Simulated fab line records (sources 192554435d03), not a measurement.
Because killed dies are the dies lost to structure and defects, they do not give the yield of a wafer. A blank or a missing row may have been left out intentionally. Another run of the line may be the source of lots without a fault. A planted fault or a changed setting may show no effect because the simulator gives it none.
Which of the tools did it? ; flow n5 finfet ; 22 lots with 66 wafers sampled at 6 steps, on a route of 1938 steps

WHAT THE GAUGES READ, wafer by wafer
Not one reading of a measure or inspect step in the record can be checked against a usual standard deviation.

TOOL THAT RAN EACH LOT (tool first, then ch and the chambers of the sampled wafers, then the start)
lot;N5_BEOL_M0_CUTY_ETCH_63;N5_BEOL_M0_STRIP_140;N5_BEOL_M0_ETCH_109;N5_BEOL_M0_DEGAS_112;N5_BEOL_M0_SPUTTER_116;N5_BEOL_M0_CMP_120
L074;rie diel-05 ch 0,2,3, day 5 20:04;rie diel-03 ch 0,1,2, day 5 21:40;rie diel-05 ch 1,3, day 5 22:14;pvd sputter-02, day 5 22:50;pvd sputter-02, day 5 23:22;cmp-02 ch 0,2, day 6 00:36
L075;rie diel-05 ch 0,1, day 6 04:52;rie diel-03 ch 0,3, day 6 05:17;rie diel-05 ch 0,1,3, day 6 05:43;pvd sputter-03, day 6 05:55;pvd sputter-03, day 6 06:49;cmp-02 ch 0,3, day 6 07:40
L076;rie diel-06 ch 1,2, day 6 06:17;rie diel-05 ch 1,2,3, day 6 07:38;rie diel-06 ch 0,1,3, day 6 08:02;pvd sputter-02, day 6 11:04;pvd sputter-03, day 6 12:31;cmp-01 ch 0,1,3, day 6 13:27
L077;rie diel-03 ch 2,3, day 7 06:34;rie diel-05 ch 0,2,3, day 7 07:04;rie diel-06 ch 0,1,2, day 7 07:50;pvd sputter-02, day 7 08:52;pvd sputter-01, day 7 09:38;cmp-02 ch 0,3, day 7 10:47
L078;rie diel-06 ch 0,1,2, day 7 07:12;rie diel-06 ch 2,3, day 7 08:49;rie diel-06 ch 0,1,3, day 7 09:24;pvd sputter-01, day 7 10:04;pvd sputter-02, day 7 10:56;cmp-02 ch 0,2,3, day 7 12:20
L079;rie diel-06 ch 1,2,3, day 7 08:00;rie diel-05 ch 0,1,2, day 7 08:47;rie diel-06 ch 1,2, day 7 09:14;pvd sputter-02, day 7 09:39;pvd sputter-02, day 7 10:25;cmp-02 ch 0,3, day 7 12:07
L081;rie diel-05 ch 0,3, day 7 15:54;rie diel-06 ch 0,1,3, day 7 16:43;rie diel-06 ch 0,1,3, day 7 17:18;pvd sputter-02, day 7 18:00;pvd sputter-01, day 7 18:45;cmp-01 ch 0,1, day 7 19:46
L082;rie diel-06 ch 1,3, day 7 16:51;rie diel-03 ch 1,2,3, day 7 17:17;rie diel-03 ch 0,1,2, day 7 17:41;pvd sputter-02, day 7 18:14;pvd sputter-02, day 7 18:53;cmp-03 ch 1,2,3, day 7 20:06
L083;rie diel-06 ch 0,1, day 8 00:32;rie diel-06 ch 0,1, day 8 01:29;rie diel-06 ch 0,1, day 8 02:49;pvd sputter-03, day 8 03:30;pvd sputter-02, day 8 05:25;cmp-03 ch 0,1,3, day 8 06:16
L084;rie diel-06 ch 0,1,3, day 8 05:16;rie diel-05 ch 1,3, day 8 06:03;rie diel-03 ch 0,2,3, day 8 06:33;pvd sputter-02, day 8 06:52;pvd sputter-03, day 8 07:33;cmp-01 ch 0,1,2, day 8 08:26
L085;rie diel-06 ch 0,2,3, day 8 16:07;rie diel-06 ch 0,1,2, day 8 17:11;rie diel-03 ch 1,2,3, day 8 18:17;pvd sputter-02, day 8 18:34;pvd sputter-02, day 8 19:20;cmp-03 ch 0,1,3, day 8 20:25
L086;rie diel-06 ch 0,2,3, day 8 18:51;rie diel-05 ch 0,1,3, day 8 19:41;rie diel-03 ch 0,1,3, day 8 20:06;pvd sputter-01, day 8 20:39;pvd sputter-03, day 8 21:10;cmp-01 ch 0,1,3, day 8 22:09
L087;rie diel-03 ch 0,1,3, day 9 04:42;rie diel-05 ch 0,2,3, day 9 05:11;rie diel-05 ch 0,2,3, day 9 05:36;pvd sputter-01, day 9 06:18;pvd sputter-02, day 9 06:52;cmp-01 ch 0,1,3, day 9 08:07
L088;rie diel-03 ch 0,2,3, day 9 07:09;rie diel-03 ch 0,1,3, day 9 10:36;rie diel-06 ch 1,3, day 9 11:05;pvd sputter-01, day 9 11:34;pvd sputter-02, day 9 12:24;cmp-02 ch 0,1,3, day 9 14:15
L089;rie diel-06 ch 0,3, day 9 12:24;rie diel-06 ch 2,3, day 9 12:52;rie diel-03 ch 0,3, day 9 13:31;pvd sputter-01, day 9 14:09;pvd sputter-02, day 9 16:34;cmp-01 ch 0,1,2, day 9 17:30
L090;rie diel-05 ch 0,1,3, day 9 17:54;rie diel-05 ch 0,2,3, day 9 18:32;rie diel-05 ch 0,1,2, day 9 18:58;pvd sputter-02, day 9 19:14;pvd sputter-03, day 9 23:34;cmp-01 ch 0,2,3, day 10 01:43
L091;rie diel-03 ch 0,1,2, day 9 21:45;rie diel-06 ch 0,2,3, day 9 23:35;rie diel-03 ch 0,1,2, day 9 23:59;pvd sputter-02, day 10 00:39;pvd sputter-03, day 10 01:55;cmp-02 ch 1,3, day 10 03:11
L092;rie diel-06 ch 1,2,3, day 10 07:31;rie diel-06 ch 1,2,3, day 10 08:40;rie diel-03 ch 1,3, day 10 09:20;pvd sputter-03, day 10 11:04;pvd sputter-02, day 10 11:47;cmp-03 ch 0,1,3, day 10 12:38
L093;rie diel-05 ch 0,1, day 10 13:34;rie diel-03 ch 1,2,3, day 10 15:41;rie diel-03 ch 0,3, day 10 16:18;pvd sputter-02, day 10 16:49;pvd sputter-03, day 10 18:52;cmp-03 ch 0,1, day 10 19:46
L095;rie diel-06 ch 1,2, day 10 23:59;rie diel-03 ch 1,2,3, day 11 00:52;rie diel-06 ch 1,2,3, day 11 01:17;pvd sputter-01, day 11 01:40;pvd sputter-02, day 11 02:40;cmp-03 ch 1,3, day 11 03:34
L096;rie diel-06 ch 0,2,3, day 11 05:41;rie diel-05 ch 0,1,2, day 11 06:10;rie diel-05 ch 1,2,3, day 11 06:34;pvd sputter-03, day 11 07:12;pvd sputter-03, day 11 07:43;cmp-01 ch 0,1, day 11 08:34
L097;rie diel-06 ch 0,2, day 11 10:14;rie diel-06 ch 1,2, day 11 10:47;rie diel-05 ch 0,1,2, day 11 11:37;pvd sputter-02, day 11 12:07;pvd sputter-01, day 11 14:01;cmp-02 ch 0,2, day 11 14:55
- N5_BEOL_M0_CUTY_ETCH_63: etches SOC in N2/H2, target depth 82.7 nm, overetch 16.5 nm, time 124 s.
- N5_BEOL_M0_STRIP_140: strips in CF4.
- N5_BEOL_M0_ETCH_109: etches SiCN in CH3F/O2, target depth 8 nm, overetch 2.4 nm, time 27.4 s.
- N5_BEOL_M0_DEGAS_112: time 60 s.
- N5_BEOL_M0_SPUTTER_116: material Cu, target thk 4 nm, time 7.37 s.
- N5_BEOL_M0_CMP_120: polishes, stops on SiOC, t overpolish 6.9 s.

WHAT THE TOOLS THEMSELVES READ (means of the sampled wafers that have a number; where no wafer has one, the mark that the record gives instead)
N5_BEOL_M0_CUTY_ETCH_63. Usual: drypump motor current A 5.6 A, standard deviation 0.45; n2 flow sccm 200.0 sccm, standard deviation 0.6; oes product au 0.64 a.u., standard deviation 0.07; rf vpp V 523.5 V, standard deviation 2.7; showerhead plenum p Torr 2.53 Torr, standard deviation 0.092; throttle valve pct 17.72 %, standard deviation 0.22.
lot;tool;drypump motor current A (A);n2 flow sccm (sccm);oes product au (a.u.);rf vpp V (V);showerhead plenum p Torr (Torr);throttle valve pct (%);flag
L074;rie diel-05;5.5;200.3;0.59;524.0;2.55;17.82;
L075;rie diel-05;5.4;199.8;0.61;523.0;2.53;17.85;
L076;rie diel-06;5.5;199.9;0.62;522.6;2.50;17.52;
L077;rie diel-03;6.0;199.6;0.65;521.1;2.46;17.86;
L078;rie diel-06;5.4;199.9;0.59;523.5;2.52;17.76;
L079;rie diel-06;5.8;200.0;0.60;520.7;2.45;17.65;
L081;rie diel-05;5.5;200.0;0.64;522.9;2.51;17.82;
L082;rie diel-06;6.1;199.9;0.61;522.2;2.45;17.60;
L083;rie diel-06;5.1;200.4;0.60;525.5;2.59;17.82;
L084;rie diel-06;5.6;200.5;0.60;522.3;2.52;17.72;
L085;rie diel-06;5.7;200.5;0.66;524.6;2.58;17.75;
L086;rie diel-06;5.7;200.1;0.65;524.7;2.58;17.75;
L087;rie diel-03;5.7;200.3;0.71;523.2;2.51;17.76;
L088;rie diel-03;5.9;200.6;0.65;521.3;2.46;17.79;
L089;rie diel-06;5.5;199.8;0.57;523.3;2.54;17.95;
L090;rie diel-05;5.4;200.2;0.63;523.4;2.51;17.88;
L091;rie diel-03;5.9;199.3;0.67;522.6;2.49;17.86;
L092;rie diel-06;5.8;200.2;0.65;523.7;2.55;17.58;
L093;rie diel-05;5.4;199.6;0.58;523.9;2.52;17.92;
L095;rie diel-06;5.6;200.3;0.70;526.7;2.65;17.50;
L096;rie diel-06;5.7;199.5;0.71;525.1;2.57;17.65;
L097;rie diel-06;5.4;199.7;0.76;527.2;2.67;17.56;

N5_BEOL_M0_STRIP_140. Usual: cf4 flow sccm 150.0 sccm, standard deviation 0.45; drypump motor current A 5.6 A, standard deviation 0.42; oes product au 0.78 a.u., standard deviation 0.086; rf vpp V 270.8 V, standard deviation 1.5; showerhead plenum p Torr 1.78 Torr, standard deviation 0.055; throttle valve pct 13.54 %, standard deviation 0.16.
lot;tool;cf4 flow sccm (sccm);drypump motor current A (A);oes product au (a.u.);rf vpp V (V);showerhead plenum p Torr (Torr);throttle valve pct (%);flag
L074;rie diel-03;149.9;5.9;0.74;270.5;1.77;13.70;
L075;rie diel-03;150.3;5.9;0.84;270.3;1.75;13.48;
L076;rie diel-05;149.8;5.3;0.71;271.0;1.80;13.65;
L077;rie diel-05;150.2;5.5;0.80;270.9;1.80;13.50;
L078;rie diel-06;150.2;6.1;0.70;269.0;1.71;13.65;
L079;rie diel-05;150.0;5.5;0.72;270.9;1.80;13.54;
L081;rie diel-06;150.4;5.6;0.73;270.6;1.78;13.58;
L082;rie diel-03;149.9;5.7;0.87;270.0;1.77;13.48;
L083;rie diel-06;149.4;5.3;0.74;271.3;1.81;13.50;
L084;rie diel-05;150.3;5.2;0.77;270.8;1.77;13.59;
L085;rie diel-06;150.0;5.3;0.81;271.2;1.85;13.49;
L086;rie diel-05;150.3;5.4;0.76;271.2;1.77;13.61;
L087;rie diel-05;150.1;5.5;0.77;269.6;1.80;13.52;
L088;rie diel-03;149.8;5.7;0.85;270.8;1.77;13.52;
L089;rie diel-06;149.6;5.9;0.86;271.2;1.84;13.40;
L090;rie diel-05;149.8;5.5;0.77;271.2;1.80;13.53;
L091;rie diel-06;149.9;5.7;0.77;272.4;1.81;13.61;
L092;rie diel-06;150.3;5.8;0.79;270.5;1.80;13.44;
L093;rie diel-03;149.8;5.7;0.82;271.3;1.76;13.56;
L095;rie diel-03;150.1;5.7;0.81;270.8;1.76;13.55;
L096;rie diel-05;150.0;5.5;0.70;271.2;1.79;13.61;
L097;rie diel-06;150.1;5.5;0.84;272.7;1.87;13.36;

N5_BEOL_M0_ETCH_109. Usual: drypump motor current A 5.6 A, standard deviation 0.41; oes product au 0.67 a.u., standard deviation 0.071; rf vpp V 296.9 V, standard deviation 1.4; showerhead plenum p Torr 1.98 Torr, standard deviation 0.062; throttle valve pct 16.29 %, standard deviation 0.16.
lot;tool;drypump motor current A (A);oes product au (a.u.);rf vpp V (V);showerhead plenum p Torr (Torr);throttle valve pct (%);flag
L074;rie diel-05;5.2;0.60;297.5;1.98;16.60;
L075;rie diel-05;5.4;0.61;297.0;1.98;16.48;
L076;rie diel-06;5.6;0.64;296.6;1.99;16.26;
L077;rie diel-06;5.3;0.63;296.9;1.98;16.30;
L078;rie diel-06;5.6;0.63;296.4;1.99;16.27;
L079;rie diel-06;5.6;0.62;295.1;1.92;16.26;
L081;rie diel-06;5.6;0.63;297.9;1.99;16.29;
L082;rie diel-03;5.9;0.73;296.5;1.96;16.30;
L083;rie diel-06;5.2;0.62;297.9;2.04;16.36;
L084;rie diel-03;6.0;0.69;296.6;1.93;16.30;
L085;rie diel-03;5.7;0.72;297.0;1.97;16.27;
L086;rie diel-03;5.7;0.74;296.8;1.98;16.26;
L087;rie diel-05;5.5;0.68;297.6;2.01;16.28;
L088;rie diel-06;5.7;0.65;297.1;1.96;16.15;
L089;rie diel-03;5.9;0.71;296.0;1.94;16.33;
L090;rie diel-05;5.5;0.62;298.0;2.01;16.31;
L091;rie diel-03;5.9;0.69;295.3;1.96;16.34;
L092;rie diel-03;5.5;0.74;297.4;1.98;16.23;
L093;rie diel-03;5.9;0.70;296.0;1.94;16.34;
L095;rie diel-06;5.8;0.68;297.5;2.00;16.15;
L096;rie diel-05;5.3;0.65;298.1;2.00;16.32;
L097;rie diel-05;5.5;0.60;297.7;2.01;16.34;

N5_BEOL_M0_DEGAS_112. Usual: heater power w at 370 W, with a standard deviation of 50.
lot;tool;heater power w (W);flag
L074;pvd sputter-02;385;
L075;pvd sputter-03;341;
L076;pvd sputter-02;360;
L077;pvd sputter-02;343;
L078;pvd sputter-01;373;
L079;pvd sputter-02;375;
L081;pvd sputter-02;414;
L082;pvd sputter-02;353;
L083;pvd sputter-03;323;
L084;pvd sputter-02;381;
L085;pvd sputter-02;398;
L086;pvd sputter-01;370;
L087;pvd sputter-01;393;
L088;pvd sputter-01;397;
L089;pvd sputter-01;376;
L090;pvd sputter-02;377;
L091;pvd sputter-02;344;
L092;pvd sputter-03;365;
L093;pvd sputter-02;349;
L095;pvd sputter-01;391;
L096;pvd sputter-03;323;
L097;pvd sputter-02;377;

N5_BEOL_M0_SPUTTER_116. Usual: chuck gas flow sccm 1.26 sccm, standard deviation 0.056; throttle valve pct 30.2 %, standard deviation 1.1.
lot;tool;chuck gas flow sccm (sccm);throttle valve pct (%);flag
L074;pvd sputter-02;1.26;30.3;
L075;pvd sputter-03;1.29;29.9;
L076;pvd sputter-03;1.24;30.5;
L077;pvd sputter-01;1.26;30.8;
L078;pvd sputter-02;1.21;30.6;
L079;pvd sputter-02;1.24;29.9;
L081;pvd sputter-01;1.29;30.4;
L082;pvd sputter-02;1.25;30.2;
L083;pvd sputter-02;1.25;30.2;
L084;pvd sputter-03;1.35;30.0;
L085;pvd sputter-02;1.26;30.2;
L086;pvd sputter-03;1.24;29.7;
L087;pvd sputter-02;1.22;30.0;
L088;pvd sputter-02;1.25;30.1;
L089;pvd sputter-02;1.26;30.2;
L090;pvd sputter-03;1.24;29.8;
L091;pvd sputter-03;1.29;30.3;
L092;pvd sputter-02;1.25;30.2;
L093;pvd sputter-03;1.24;29.3;
L095;pvd sputter-02;1.22;31.0;
L096;pvd sputter-03;1.25;29.3;
L097;pvd sputter-01;1.29;30.6;

N5_BEOL_M0_CMP_120. Usual: barrier field endpoint s 3.63 s, standard deviation 0.12; head pressure psi 0.9999 psi, standard deviation 0.0022; motor current A 5.9 A, standard deviation 0.53; overpolish run s 6.900 s, standard deviation 0.0086; time to endpoint s 62 s, standard deviation 3.5.
lot;tool;barrier field endpoint s (s);head pressure psi (psi);motor current A (A);overpolish run s (s);time to endpoint s (s);flag
L074;cmp-02;3.42;0.9980;6.3;6.897;60;
L075;cmp-02;3.41;1.0014;6.2;6.903;61;
L076;cmp-01;3.70;1.0009;6.4;6.905;62;
L077;cmp-02;3.53;0.9993;5.9;6.904;61;
L078;cmp-02;3.67;1.0010;5.8;6.899;60;
L079;cmp-02;3.58;1.0006;6.0;6.895;62;
L081;cmp-01;3.58;1.0004;6.0;6.897;62;
L082;cmp-03;3.71;0.9997;5.5;6.897;71;
L083;cmp-03;3.64;0.9991;5.4;6.900;65;
L084;cmp-01;3.62;0.9993;5.7;6.900;61;
L085;cmp-03;3.72;0.9986;5.4;6.899;65;
L086;cmp-01;3.70;1.0010;6.3;6.907;64;
L087;cmp-01;3.71;0.9984;6.4;6.908;62;
L088;cmp-02;3.64;0.9983;6.1;6.895;60;
L089;cmp-01;3.64;1.0014;5.8;6.896;64;
L090;cmp-01;3.75;0.9993;6.3;6.902;60;
L091;cmp-02;3.77;0.9987;6.1;6.899;62;
L092;cmp-03;3.69;0.9984;5.5;6.894;62;
L093;cmp-03;3.69;0.9981;5.2;6.895;67;
L095;cmp-03;3.50;1.0001;5.9;6.909;61;
L096;cmp-01;3.55;1.0019;5.5;6.908;60;
L097;cmp-02;3.58;1.0022;6.1;6.905;60;

THE ANSWER, worked out from the rows above alone
Rule: take the mean of a lot's wafers that have a number; if it is more than 3 standard deviations from the usual mean, the lot is off. A lot without any number at a reading at which 4 lots or more have one is off too. Any other lot the step has rows for is counted as sound. After the gauges, taken in route order, come the tools' own readings; for these a lot's mean is taken, as printed above. The first step at which some lot is off is used, and at that step the reading that is off furthest; a lot without a number counts as furthest.
Nothing can be told from this: no lot is off at any reading shown.

WHAT THE SIMULATOR PUT IN
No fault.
